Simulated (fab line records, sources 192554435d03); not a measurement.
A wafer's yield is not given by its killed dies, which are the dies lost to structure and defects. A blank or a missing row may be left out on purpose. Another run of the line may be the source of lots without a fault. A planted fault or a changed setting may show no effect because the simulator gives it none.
fab line records	flow n5Finfet
[record] lots = 12	wafers = 36	lastDay = 18
route steps=1938 shown BEOL_M15@1818 PASSIVATION@1936
lots untouched by any fault: they come from a run of this same line in which no faults occurred
startH: hours from the record's first day to the start of the lot's first wafer shown	waitH: hours since the lot's step before	" repeats the value in the row above	L1.1+2: a row that stands for several wafers	- either no value or no given start	* or withheld: withheld	< > ~ a bound
route shown NAME@n: a module of which the file shows steps, and the number in the route of the first	usual: mean/standard deviation of fault-free wafers	same: alike in all rows	chamber/n: place in a boat	sites: readings site by site	_std_site: how widely they spread, as a standard deviation	_edge_site: mean of outer sites minus mean of inner sites	radiusMm: for every site, how far away it sits from the centre of the wafer	mask NAME#n: copy n	behind: tool/chamber where the wafer was last shaped	hold: cause of the lot's hold/its duration in hours/its outcome	device: the n, p or np transistor that did not switch	end of line: tests run on the same wafers once the route is complete	a step with no rows: only its recipe	killed: dies that structure and defects cost at the first sort, which is not the same as the wafer's yield	map: per-die view of a wafer (x killed, . not killed, _ where there is no die)
set.NAME: the setting that was run; set.NAME@STEP: the one run at that earlier step	model.NAME: the simulator's own value behind a step, which no gauge read
one table for each step of the route and one row for each wafer, over a sample of lots
services: when a tool's chamber went out of use (startH, in hours from the record's first day, below 0 if earlier), for how many hours, and the reason
[[steps]]
[step N5_BEOL_M15_PRE_CLEAN_42]
[recipe] gas = H2/He	timeS = 30	tempC = 300
[usual] heaterPowerW = 482/38	susceptorTempC = 300.04/0.17
lot.wafer	tool	chamber	startH	waitH	heaterPowerW	susceptorTempC
L344.2	pvdSputter-01	-	279.89	0.0	521	299.66
L344.3	"	-	"	"	544	299.97
L344.5	"	-	"	"	537	299.61
L345.2	pvdSputter-03	-	286.34	0.0	407	300.27
L345.3	"	-	"	"	462	299.80
L345.6	"	-	"	"	485	300.22
L346.1	pvdSputter-02	-	296.53	0.0	435	299.79
L346.4	"	-	"	"	499	300.11
L346.5	"	-	"	"	437	299.64
L350.3	pvdSputter-01	-	318.91	0.0	514	299.88
L350.5	"	-	"	"	466	299.92
L350.6	"	-	"	"	491	299.95
L353.2	pvdSputter-01	-	330.88	0.0	498	300.06
L353.3	"	-	"	"	513	300.02
L353.4	"	-	"	"	543	299.97
L354.1	pvdSputter-01	-	335.66	0.0	514	299.97
L354.3	"	-	"	"	541	300.08
L354.4	"	-	"	"	501	300.18
L351.1	pvdSputter-01	-	338.90	0.0	484	300.31
L351.3	"	-	"	"	472	300.12
L351.5	"	-	"	"	460	300.07
L355.3	pvdSputter-02	-	339.04	0.0	434	299.95
L355.4	"	-	"	"	500	300.28
L355.5	"	-	"	"	472	300.09
L356.4	pvdSputter-03	-	381.13	0.0	407	300.30
L356.5	"	-	"	"	516	300.10
L356.6	"	-	"	"	490	300.32
L357.1	pvdSputter-02	-	389.02	0.0	431	300.01
L357.4	"	-	"	"	435	299.76
L357.5	"	-	"	"	445	300.01
L359.2	pvdSputter-03	-	396.43	0.0	406	300.20
L359.3	"	-	"	"	469	299.92
L359.6	"	-	"	"	519	299.93
L360.3	pvdSputter-01	-	418.21	0.0	464	299.87
L360.4	"	-	"	"	486	299.98
L360.5	"	-	"	"	530	300.03
[step N5_BEOL_M15_SPUTTER_43]
[recipe] material = TaN	targetThkA = 150	tempC = 50	biasV = 168.6	powerW = 15000	chamberPressurePa = 0.12	timeS = 24.19
[usual] cathodeDcPowerW = 15000/2.8	susceptorTempC = 50.00/0.1	throttleValvePct = 30.2/1.1
lot.wafer	tool	chamber	startH	waitH	cathodeDcPowerW	susceptorTempC	throttleValvePct
L344.2	pvdSputter-01	-	279.93	0.0	15000	49.81	28.4
L344.3	"	-	"	"	14998	50.01	28.8
L344.5	"	-	"	"	14999	49.92	29.0
L345.2	pvdSputter-03	-	286.38	0.0	15002	50.04	29.5
L345.3	"	-	"	"	14999	49.96	28.9
L345.6	"	-	"	"	15003	50.01	31.6
L346.1	pvdSputter-02	-	296.57	0.0	15003	50.01	30.9
L346.4	"	-	"	"	15003	50.07	30.8
L346.5	"	-	"	"	15001	50.07	31.0
L350.3	pvdSputter-01	-	318.95	0.0	14389	49.97	28.7
L350.5	"	-	"	"	14385	49.93	29.5
L350.6	"	-	"	"	14391	49.93	31.0
L353.2	pvdSputter-01	-	330.92	0.0	14388	49.86	31.3
L353.3	"	-	"	"	14388	50.22	28.8
L353.4	"	-	"	"	14388	50.01	28.8
L354.1	pvdSputter-01	-	335.70	0.0	14392	50.05	28.8
L354.3	"	-	"	"	14387	49.97	29.0
L354.4	"	-	"	"	14393	49.98	31.2
L351.1	pvdSputter-01	-	338.94	0.0	14392	49.91	31.0
L351.3	"	-	"	"	14386	49.93	29.3
L351.5	"	-	"	"	14387	49.97	29.5
L355.3	pvdSputter-02	-	339.08	0.0	15000	50.06	30.8
L355.4	"	-	"	"	14999	49.83	31.3
L355.5	"	-	"	"	15000	49.90	30.9
L356.4	pvdSputter-03	-	381.17	0.0	14999	49.98	29.3
L356.5	"	-	"	"	14999	50.06	31.5
L356.6	"	-	"	"	14999	49.94	31.5
L357.1	pvdSputter-02	-	389.06	0.0	14997	49.85	29.7
L357.4	"	-	"	"	15000	50.05	30.8
L357.5	"	-	"	"	14998	49.91	29.7
L359.2	pvdSputter-03	-	396.47	0.0	15006	50.02	29.3
L359.3	"	-	"	"	15001	50.04	28.9
L359.6	"	-	"	"	14996	50.19	31.6
L360.3	pvdSputter-01	-	418.25	0.0	14994	50.29	29.5
L360.4	"	-	"	"	15001	50.16	31.3
L360.5	"	-	"	"	14996	50.05	28.7
[step N5_BEOL_M15_RS_MEAS_54]
[recipe] thkMeasGauge = four-point-probe	reads = Cu_of_BEOL_M15_ECD_47+Ta_of_BEOL_M15_SPUTTER_44+TaN_of_BEOL_M15_SPUTTER_43
[usual] M15_RS = 0.0217/0.00043
lot.wafer	tool	chamber	startH	waitH	M15_RS[ohm/sq]
L344.2	filmMetro-02	-	281.17	0.1	0.0217
L344.3	"	-	"	"	0.0213
L344.5	"	-	"	"	0.0218
L345.2	filmMetro-01	-	287.66	0.1	0.0219
L345.3	"	-	"	"	0.0213
L345.6	"	-	"	"	0.0217
L346.1	filmMetro-02	-	298.05	0.0	0.0225
L346.4	"	-	"	"	0.0220
L346.5	"	-	"	"	0.0221
L350.3	filmMetro-02	-	320.19	0.1	0.0213
L350.5	"	-	"	"	0.0221
L350.6	"	-	"	"	0.0217
L353.2	filmMetro-02	-	332.16	0.1	0.0215
L353.3	"	-	"	"	0.0214
L353.4	"	-	"	"	0.0221
L354.1	filmMetro-01	-	336.97	0.1	0.0216
L354.3	"	-	"	"	0.0214
L354.4	"	-	"	"	0.0206
L351.1	filmMetro-02	-	340.18	0.0	0.0216
L351.3	"	-	"	"	0.0218
L351.5	"	-	"	"	0.0218
L355.3	filmMetro-02	-	340.32	0.1	0.0218
L355.4	"	-	"	"	0.0218
L355.5	"	-	"	"	0.0218
L356.4	filmMetro-01	-	382.74	0.0	0.0214
L356.5	"	-	"	"	0.0218
L356.6	"	-	"	"	0.0213
L357.1	filmMetro-01	-	390.33	0.0	0.0221
L357.4	"	-	"	"	0.0224
L357.5	"	-	"	"	0.0224
L359.2	filmMetro-02	-	397.74	0.1	0.0227
L359.3	"	-	"	"	0.0222
L359.6	"	-	"	"	0.0223
L360.3	filmMetro-02	-	419.49	0.1	0.0216
L360.4	"	-	"	"	0.0221
L360.5	"	-	"	"	0.0219
[step N5_BEOL_M15_INSPECT_55]
[recipe] inspectInstrument = darkfield	mode = postDep
[usual] rawDefectCount = 68/25
lot.wafer	tool	chamber	startH	waitH	rawDefectCount
L344.2	defectInspect-01	-	281.20	0.0	44
L344.3	"	-	"	"	57
L344.5	"	-	"	"	60
L345.2	defectInspect-01	-	287.69	0.0	134
L345.3	"	-	"	"	104
L345.6	"	-	"	"	79
L346.1	defectInspect-02	-	298.07	0.0	42
L346.4	"	-	"	"	93
L346.5	"	-	"	"	65
L350.3	defectInspect-02	-	320.22	0.0	112
L350.5	"	-	"	"	67
L350.6	"	-	"	"	70
L353.2	defectInspect-02	-	332.19	0.0	61
L353.3	"	-	"	"	44
L353.4	"	-	"	"	73
L354.1	defectInspect-02	-	337.00	0.0	69
L354.3	"	-	"	"	55
L354.4	"	-	"	"	63
L351.1	defectInspect-01	-	340.21	0.0	49
L351.3	"	-	"	"	55
L351.5	"	-	"	"	39
L355.3	defectInspect-02	-	340.35	0.0	37
L355.4	"	-	"	"	32
L355.5	"	-	"	"	31
L356.4	defectInspect-01	-	382.77	0.0	71
L356.5	"	-	"	"	58
L356.6	"	-	"	"	72
L357.1	defectInspect-01	-	390.36	0.0	90
L357.4	"	-	"	"	63
L357.5	"	-	"	"	57
L359.2	defectInspect-01	-	397.77	0.0	78
L359.3	"	-	"	"	49
L359.6	"	-	"	"	51
L360.3	defectInspect-02	-	419.51	0.0	64
L360.4	"	-	"	"	53
L360.5	"	-	"	"	90
[step N5_PASSIVATION_PROBE_49]
[usual] defectLimitedYield = 91.1/1.3	killed_at_M0_to_M3 = 35/11	killed_at_M4_up = 13/5.4	killedAtContacts = 14/6.5	killedAtFrontEnd = 41/11	killedAtOther = 4/3.1	killedDies = 106/15	killedOnRim = 14/3.7	killedOpen = 69/12	killedShort = 35/7	sort_bin_4_leakage = 0.01/0.078	sort_bin_5_function = 5.2/0.86	sort_bin_6_memory = 3.4/0.64	sortNPass = 1074/15	sortYieldPct = 91.0/1.3
[same] grossDies = 1180	killedAtBackSide = 0	sort_bin_8_speed[%] = 0
lot.wafer	tool	chamber	startH	waitH	defectLimitedYield[%]	killed_at_M0_to_M3	killed_at_M4_up	killedAtContacts	killedAtFrontEnd	killedAtOther	killedDies	killedOnRim	killedOpen	killedShort	sort_bin_4_leakage[%]	sort_bin_5_function[%]	sort_bin_6_memory[%]	sortNPass	sortYieldPct[%]
L344.2	prober-02	-	295.64	0.1	90.7	16	26	15	50	3	110	14	71	38	0	5.1	4.1	1070	90.7
L344.3	prober-02	-	295.69	0.1	93.2	21	6	5	46	2	80	10	54	25	0	4.2	2.5	1100	93.2
L344.5	prober-02	-	295.79	0.2	91.1	36	10	13	42	4	105	19	66	38	0	5.1	3.6	1075	91.1
L345.2	prober-01	-	302.04	0.1	92.2	17	13	18	41	3	92	14	51	40	0	4.1	3.2	1088	92.2
L345.3	prober-01	-	302.09	0.1	90.8	35	19	16	37	2	109	19	79	28	0	5.9	3.1	1071	90.8
L345.6	prober-01	-	302.24	0.3	90.7	19	20	10	60	1	110	13	74	34	0	5.4	3.6	1070	90.7
L346.1	prober-02	-	314.45	0.0	92.9	45	9	8	21	1	84	6	55	24	0	3.7	3.3	1096	92.9
L346.4	prober-02	-	314.60	0.2	91.2	53	13	6	30	2	104	14	72	29	0	5.3	3.3	1076	91.2
L346.5	prober-02	-	314.65	0.2	92.8	44	6	5	24	6	85	14	52	31	0.93	4.4	2.3	1084	91.9
L350.3	prober-02	-	336.53	0.1	93.0	33	7	8	25	10	83	9	51	30	0	3.6	3.1	1097	93.0
L350.5	prober-02	-	336.63	0.2	92.3	36	7	12	31	5	91	9	58	29	0	4.1	3.5	1089	92.3
L350.6	prober-02	-	336.68	0.3	90.7	41	11	13	32	13	110	13	66	39	0	5.3	3.6	1070	90.7
L353.2	prober-01	-	348.80	0.1	89.2	56	16	20	32	4	128	16	80	45	0	7.2	3.5	1052	89.2
L353.3	prober-01	-	348.85	0.1	89.2	49	11	23	36	9	128	13	81	43	0	6.4	4.0	1052	89.2
L353.4	prober-01	-	348.90	0.2	88.8	46	5	21	53	7	132	20	89	41	0	6.2	4.4	1048	88.8
L354.1	prober-02	-	351.56	0.0	91.7	24	15	20	27	12	98	13	71	26	0	4.9	3.1	1082	91.7
L354.3	prober-02	-	351.66	0.1	91.0	37	22	19	20	8	106	9	72	32	0	5.1	3.4	1074	91.0
L354.4	prober-02	-	351.71	0.2	88.6	51	27	12	42	3	135	17	85	45	0	6.9	4.0	1045	88.6
L351.1	prober-01	-	352.65	0.0	87.6	34	20	19	73	0	146	13	100	42	0	6.9	4.7	1034	87.6
L351.3	prober-01	-	352.75	0.1	89.7	33	17	13	52	6	121	19	91	27	0	6.4	3.8	1059	89.7
L351.5	prober-01	-	352.85	0.2	91.9	27	10	16	41	2	96	10	68	25	0	5.2	2.8	1084	91.9
L355.3	prober-02	-	353.33	0.1	91.7	31	18	11	37	1	98	8	73	25	0.08	5.0	3.1	1081	91.6
L355.4	prober-02	-	353.38	0.2	91.5	40	9	7	40	4	100	13	75	24	0	5.0	3.5	1080	91.5
L355.5	prober-02	-	353.43	0.2	90.8	29	15	10	53	1	108	13	67	39	0	4.9	3.6	1072	90.8
L356.4	prober-02	-	398.87	0.7	90.8	35	13	14	44	3	109	20	67	37	0	4.9	3.9	1071	90.8
L356.5	prober-02	-	398.92	0.7	90.4	43	15	7	46	2	113	17	77	34	0	5.8	3.5	1067	90.4
L356.6	prober-02	-	398.97	0.8	92.0	39	24	7	22	2	94	16	56	36	0	4.3	3.0	1086	92.0
L357.1	prober-02	-	406.72	0.0	91.2	41	30	3	29	1	104	10	69	31	0	5.4	3.0	1076	91.2
L357.4	prober-02	-	406.87	0.2	91.0	51	12	12	28	3	106	17	62	41	0	5.5	3.1	1074	91.0
L357.5	prober-02	-	406.92	0.2	92.9	35	13	8	25	3	84	10	56	28	0	4.7	2.4	1096	92.9
L359.2	prober-02	-	413.30	0.1	91.7	49	5	10	34	0	98	16	57	41	0	4.9	3.2	1082	91.7
L359.3	prober-02	-	413.35	0.1	89.3	57	7	9	49	4	126	22	80	45	0	6.0	4.5	1054	89.3
L359.6	prober-02	-	413.50	0.3	91.3	51	13	18	15	6	103	11	61	42	0	4.2	4.2	1077	91.3
L360.3	prober-02	-	434.72	0.1	89.5	39	16	16	53	0	124	15	90	33	0	6.0	4.2	1056	89.5
L360.4	prober-02	-	434.77	0.2	91.5	27	8	5	59	1	100	9	56	42	0	5.6	2.7	1080	91.5
L360.5	prober-02	-	434.82	0.2	91.9	38	16	7	34	0	95	12	60	32	0	5.3	2.5	1085	91.9
// killed by level:class
L344.2 STI_FIN_REVEAL:geometricParticle:open=12 FIN_SAQP:geometricParticle:short=11 MOL_CONTACT_COAG:geometricParticle:open=11 BEOL_M4:geometricParticle:open=11 FIN_SAQP:geometricParticle:open=6 BEOL_M0_SAQP:geometricParticle:short=6 STARTING-WAFER:geometricParticle:open=5 ILD0:geometricParticle:short=4
L344.3 STI_FIN_REVEAL:geometricParticle:open=19 BEOL_M0_SAQP:geometricParticle:open=8 FIN_SAQP:geometricParticle:open=6 FIN_SAQP:geometricParticle:short=5 STI_FIN_REVEAL:geometricParticle:short=5 MOL_CONTACT_COAG:geometricParticle:open=4 GATE_CUT:geometricParticle:open=3 GATE_CUT:geometricParticle:short=3
L344.5 STI_FIN_REVEAL:geometricParticle:open=14 MOL_CONTACT_COAG:geometricParticle:open=11 BEOL_M0_SAQP:geometricParticle:short=9 BEOL_M0_SAQP:geometricParticle:open=8 DUMMY_GATE:geometricParticle:open=7 FIN_SAQP:geometricParticle:short=6 FIN_SAQP:geometricParticle:open=5 BEOL_M1:geometricParticle:open=5
L345.2 MOL_CONTACT_COAG:geometricParticle:open=13 FIN_SAQP:geometricParticle:short=7 FIN_SAQP:geometricParticle:open=6 STI_FIN_REVEAL:geometricParticle:open=6 GATE_CUT:geometricParticle:short=5 MOL_CONTACT_COAG:geometricParticle:short=4 GATE_CUT:geometricParticle:open=4 BEOL_M0_SAQP:geometricParticle:short=4
L345.3 MOL_CONTACT_COAG:geometricParticle:open=15 STI_FIN_REVEAL:geometricParticle:open=14 BEOL_M0_SAQP:geometricParticle:open=12 BEOL_M3:geometricParticle:open=9 FIN_SAQP:geometricParticle:open=6 FIN_SAQP:geometricParticle:short=6 BEOL_M5:geometricParticle:open=6 BEOL_M0_SAQP:geometricParticle:short=4
L345.6 GATE_CUT:geometricParticle:short=12 GATE_CUT:geometricParticle:open=10 MOL_CONTACT_COAG:geometricParticle:open=10 BEOL_M4:geometricParticle:open=10 FIN_SAQP:geometricParticle:open=8 FIN_SAQP:geometricParticle:short=6 STI_FIN_REVEAL:geometricParticle:open=5 BEOL_M1:geometricParticle:open=5
L346.1 BEOL_M0_SAQP:geometricParticle:open=11 BEOL_M3:geometricParticle:open=9 MOL_CONTACT_COAG:geometricParticle:open=6 BEOL_M0_SAQP:geometricParticle:short=6 BEOL_M1:geometricParticle:open=6 STI_FIN_REVEAL:geometricParticle:open=5 FIN_SAQP:geometricParticle:short=4 DUMMY_GATE:geometricParticle:open=4
L346.4 BEOL_M3:geometricParticle:open=20 BEOL_M1:geometricParticle:open=10 FIN_SAQP:geometricParticle:open=6 FIN_SAQP:geometricParticle:short=6 GATE_CUT:geometricParticle:open=6 MOL_CONTACT_COAG:geometricParticle:open=6 BEOL_M0_SAQP:geometricParticle:open=6 BEOL_M0_SAQP:geometricParticle:short=5
L346.5 BEOL_M3:geometricParticle:open=13 BEOL_M0:geometricParticle:short=9 BEOL_M1:geometricParticle:open=7 GATE_CUT:geometricParticle:open=5 MOL_CONTACT_COAG:geometricParticle:open=5 BEOL_M0_SAQP:geometricParticle:open=4 STARTING-WAFER:geometricParticle:open=4 GATE_CUT:geometricParticle:short=3
L350.3 BEOL_M2:geometricParticle:open=6 BEOL_M3:geometricParticle:open=6 MOL_CONTACT_COAG:geometricParticle:open=5 BEOL_M0_SAQP:geometricParticle:open=5 BEOL_M1:geometricParticle:short=5 FIN_SAQP:geometricParticle:open=4 STI_FIN_REVEAL:geometricParticle:open=4 DUMMY_GATE:geometricParticle:open=4
L350.5 MOL_CONTACT_COAG:geometricParticle:open=10 BEOL_M0_SAQP:geometricParticle:open=10 STI_FIN_REVEAL:geometricParticle:open=8 BEOL_M1:geometricParticle:open=8 BEOL_M0_SAQP:geometricParticle:short=7 BEOL_M2:geometricParticle:open=5 STARTING-WAFER:geometricParticle:open=5 STARTING-WAFER:geometricParticle:short=4
L350.6 MOL_CONTACT_COAG:geometricParticle:open=12 BEOL_M1:geometricParticle:open=11 BEOL_M0_SAQP:geometricParticle:short=10 BEOL_M0_SAQP:geometricParticle:open=8 FIN_SAQP:geometricParticle:short=5 BEOL_M2:geometricParticle:short=5 STARTING-WAFER:geometricParticle:open=5 STI_FIN_REVEAL:geometricParticle:open=4
L353.2 MOL_CONTACT_COAG:geometricParticle:open=14 BEOL_M0_SAQP:geometricParticle:short=12 BEOL_M0_SAQP:geometricParticle:open=12 BEOL_M1:geometricParticle:open=9 STI_FIN_REVEAL:geometricParticle:open=8 FIN_SAQP:geometricParticle:short=7 BEOL_M3:geometricParticle:open=6 BEOL_M4:geometricParticle:open=6
L353.3 MOL_CONTACT_COAG:geometricParticle:open=18 BEOL_M1:geometricParticle:open=18 BEOL_M3:geometricParticle:open=9 STI_FIN_REVEAL:geometricParticle:open=8 BEOL_M0_SAQP:geometricParticle:open=7 STI_FIN_REVEAL:geometricParticle:short=5 MOL_CONTACT_COAG:geometricParticle:short=5 BEOL_M0_SAQP:geometricParticle:short=5
L353.4 MOL_CONTACT_COAG:geometricParticle:open=19 STI_FIN_REVEAL:geometricParticle:open=18 BEOL_M1:geometricParticle:open=14 FIN_SAQP:geometricParticle:open=9 FIN_SAQP:geometricParticle:short=9 BEOL_M0_SAQP:geometricParticle:short=8 BEOL_M0_SAQP:geometricParticle:open=7 BEOL_M1:geometricParticle:short=5
L354.1 MOL_CONTACT_COAG:geometricParticle:open=16 MIM_TOP:geometricParticle:open=7 FIN_SAQP:geometricParticle:open=6 FIN_SAQP:geometricParticle:short=6 BEOL_M2:geometricParticle:open=6 BEOL_M4:geometricParticle:open=6 BEOL_M1:geometricParticle:open=5 BEOL_M3:geometricParticle:open=5
L354.3 MOL_CONTACT_COAG:geometricParticle:open=16 BEOL_M4:geometricParticle:open=11 BEOL_M0_SAQP:geometricParticle:open=8 BEOL_M3:geometricParticle:open=7 BEOL_M0_SAQP:geometricParticle:short=5 BEOL_M0:geometricParticle:open=5 STARTING-WAFER:geometricParticle:open=5 BEOL_M3:geometricParticle:short=4
L354.4 BEOL_M4:geometricParticle:open=11 MOL_CONTACT_COAG:geometricParticle:open=10 BEOL_M3:geometricParticle:open=10 STI_FIN_REVEAL:geometricParticle:open=9 BEOL_M0_SAQP:geometricParticle:short=8 BEOL_M2:geometricParticle:open=7 STARTING-WAFER:geometricParticle:short=7 BEOL_M0:geometricParticle:open=6
L351.1 FIN_SAQP:geometricParticle:open=25 FIN_SAQP:geometricParticle:short=18 STI_FIN_REVEAL:geometricParticle:open=15 MOL_CONTACT_COAG:geometricParticle:open=15 BEOL_M2:geometricParticle:open=10 BEOL_M0_SAQP:geometricParticle:open=6 BEOL_M4:geometricParticle:open=6 BEOL_M0_SAQP:geometricParticle:short=5
L351.3 STI_FIN_REVEAL:geometricParticle:open=28 MOL_CONTACT_COAG:geometricParticle:open=12 BEOL_M2:geometricParticle:open=12 FIN_SAQP:geometricParticle:open=7 BEOL_M4:geometricParticle:open=6 STI_FIN_REVEAL:geometricParticle:short=4 BEOL_M2:geometricParticle:short=4 BEOL_M7:geometricParticle:open=4
L351.5 MOL_CONTACT_COAG:geometricParticle:open=16 STI_FIN_REVEAL:geometricParticle:open=14 FIN_SAQP:geometricParticle:open=11 BEOL_M2:geometricParticle:open=11 FIN_SAQP:geometricParticle:short=7 BEOL_M0_SAQP:geometricParticle:open=4 BEOL_M4:geometricParticle:short=4 BEOL_M4:geometricParticle:open=4
L355.3 FIN_SAQP:geometricParticle:open=12 MOL_CONTACT_COAG:geometricParticle:open=8 FIN_SAQP:geometricParticle:short=7 STI_FIN_REVEAL:geometricParticle:open=7 BEOL_M3:geometricParticle:open=6 BEOL_M4:geometricParticle:open=6 BEOL_M0_SAQP:geometricParticle:open=5 BEOL_M1:geometricParticle:open=5
L355.4 STI_FIN_REVEAL:geometricParticle:open=11 FIN_SAQP:geometricParticle:open=10 BEOL_M1:geometricParticle:open=10 BEOL_M0:geometricParticle:open=9 BEOL_M3:geometricParticle:open=8 FIN_SAQP:geometricParticle:short=7 MOL_CONTACT_COAG:geometricParticle:open=6 BEOL_M0_SAQP:geometricParticle:open=5
L355.5 STI_FIN_REVEAL:geometricParticle:open=17 MOL_CONTACT_COAG:geometricParticle:open=7 BEOL_M4:geometricParticle:open=7 STARTING-WAFER:geometricParticle:short=7 BEOL_M0_SAQP:geometricParticle:short=6 BEOL_M0_SAQP:geometricParticle:open=6 FIN_SAQP:geometricParticle:short=5 STI_FIN_REVEAL:geometricParticle:short=5
L356.4 MOL_CONTACT_COAG:geometricParticle:open=13 BEOL_M0_SAQP:geometricParticle:open=10 DUMMY_GATE:geometricParticle:open=7 BEOL_M0_SAQP:geometricParticle:short=7 BEOL_M4:geometricParticle:open=6 FIN_SAQP:geometricParticle:open=4 BEOL_M0:geometricParticle:open=4 STARTING-WAFER:geometricParticle:open=4
L356.5 BEOL_M0_SAQP:geometricParticle:open=18 STI_FIN_REVEAL:geometricParticle:open=13 BEOL_M0_SAQP:geometricParticle:short=8 BEOL_M4:geometricParticle:open=7 MOL_CONTACT_COAG:geometricParticle:open=6 FIN_SAQP:geometricParticle:short=5 BEOL_M0:geometricParticle:open=5 STARTING-WAFER:geometricParticle:open=5
L356.6 BEOL_M0_SAQP:geometricParticle:short=17 BEOL_M0_SAQP:geometricParticle:open=12 STI_FIN_REVEAL:geometricParticle:open=8 BEOL_M4:geometricParticle:open=8 BEOL_M5:geometricParticle:open=7 FIN_SAQP:geometricParticle:short=6 MOL_CONTACT_COAG:geometricParticle:open=5 BEOL_M1:geometricParticle:open=4
L357.1 BEOL_M0_SAQP:geometricParticle:open=14 BEOL_M5:geometricParticle:open=11 BEOL_M3:geometricParticle:open=9 STARTING-WAFER:geometricParticle:short=8 STI_FIN_REVEAL:geometricParticle:open=7 BEOL_M0_SAQP:geometricParticle:short=6 BEOL_M1:geometricParticle:open=6 BEOL_M7:geometricParticle:open=6
L357.4 BEOL_M0_SAQP:geometricParticle:short=16 BEOL_M0_SAQP:geometricParticle:open=11 BEOL_M3:geometricParticle:open=8 MOL_CONTACT_COAG:geometricParticle:open=8 BEOL_M5:geometricParticle:open=7 BEOL_M1:geometricParticle:open=6 STI_FIN_REVEAL:geometricParticle:open=5 MOL_CONTACT_COAG:geometricParticle:short=4
L357.5 BEOL_M0_SAQP:geometricParticle:short=9 STI_FIN_REVEAL:geometricParticle:open=7 MOL_CONTACT_COAG:geometricParticle:open=7 BEOL_M2:geometricParticle:open=6 GATE_CUT:geometricParticle:short=4 BEOL_M1:geometricParticle:open=4 BEOL_M3:geometricParticle:open=4 STARTING-WAFER:geometricParticle:short=4
L359.2 BEOL_M0_SAQP:geometricParticle:open=16 FIN_SAQP:geometricParticle:short=10 STI_FIN_REVEAL:geometricParticle:open=8 BEOL_M1:geometricParticle:open=8 MOL_CONTACT_COAG:geometricParticle:open=7 STI_FIN_REVEAL:geometricParticle:short=6 BEOL_M0_SAQP:geometricParticle:short=6 BEOL_M1:geometricParticle:short=5
L359.3 STI_FIN_REVEAL:geometricParticle:open=14 FIN_SAQP:geometricParticle:short=12 BEOL_M0_SAQP:geometricParticle:short=11 BEOL_M0_SAQP:geometricParticle:open=10 BEOL_M2:geometricParticle:open=10 FIN_SAQP:geometricParticle:open=9 BEOL_M1:geometricParticle:open=8 BEOL_M3:geometricParticle:open=7
L359.6 MOL_CONTACT_COAG:geometricParticle:open=16 BEOL_M0_SAQP:geometricParticle:short=12 BEOL_M0_SAQP:geometricParticle:open=8 BEOL_M1:geometricParticle:open=8 BEOL_M2:geometricParticle:open=8 BEOL_M3:geometricParticle:short=6 BEOL_M4:geometricParticle:open=6 FIN_SAQP:geometricParticle:short=4
L360.3 STI_FIN_REVEAL:geometricParticle:open=17 BEOL_M0_SAQP:geometricParticle:open=15 MOL_CONTACT_COAG:geometricParticle:open=11 BEOL_M3:geometricParticle:open=7 FIN_SAQP:geometricParticle:open=5 DUMMY_GATE:geometricParticle:open=5 ILD0:geometricParticle:open=5 MOL_CONTACT_COAG:geometricParticle:short=5
L360.4 STI_FIN_REVEAL:geometricParticle:open=23 FIN_SAQP:geometricParticle:short=9 BEOL_M0_SAQP:geometricParticle:short=9 FIN_SAQP:geometricParticle:open=7 BEOL_M0_SAQP:geometricParticle:open=5 STI_FIN_REVEAL:geometricParticle:short=4 STARTING-WAFER:geometricParticle:open=4 BEOL_M3:geometricParticle:short=4
L360.5 BEOL_M0_SAQP:geometricParticle:open=12 STI_FIN_REVEAL:geometricParticle:open=10 BEOL_M0_SAQP:geometricParticle:short=9 MOL_CONTACT_COAG:geometricParticle:open=6 BEOL_M4:geometricParticle:open=5 FIN_SAQP:geometricParticle:short=4 BEOL_M1:geometricParticle:open=4 GATE_CUT:geometricParticle:short=4
[[services]]
tool	chamber	startH	hours	kind
pvdSputter-01	-	389.72	7.3	repair
[[key]]
[firstSign] step = N5_BEOL_M15_SPUTTER_43	reading = cathodeDcPowerW	direction = down	sigmas = 99+	usual = *	struck = *
effect none on later readings
metAt N5_BEOL_M15_SPUTTER_43
struckLots L350,L351,L353,L354
notActingAt N5_BEOL_M15_PRE_CLEAN_42,N5_BEOL_M15_RS_MEAS_54,N5_BEOL_M15_INSPECT_55
onsetBetween 279.93 318.95
[fault] kind = processParameterDrift	tool = pvdSputter-01	chamber = -	onsetH = 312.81	steps = N5_BEOL_M15_SPUTTER_43	channel = powerW	offset = *	shape = step	endH = 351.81	actsIn = *	stated = *
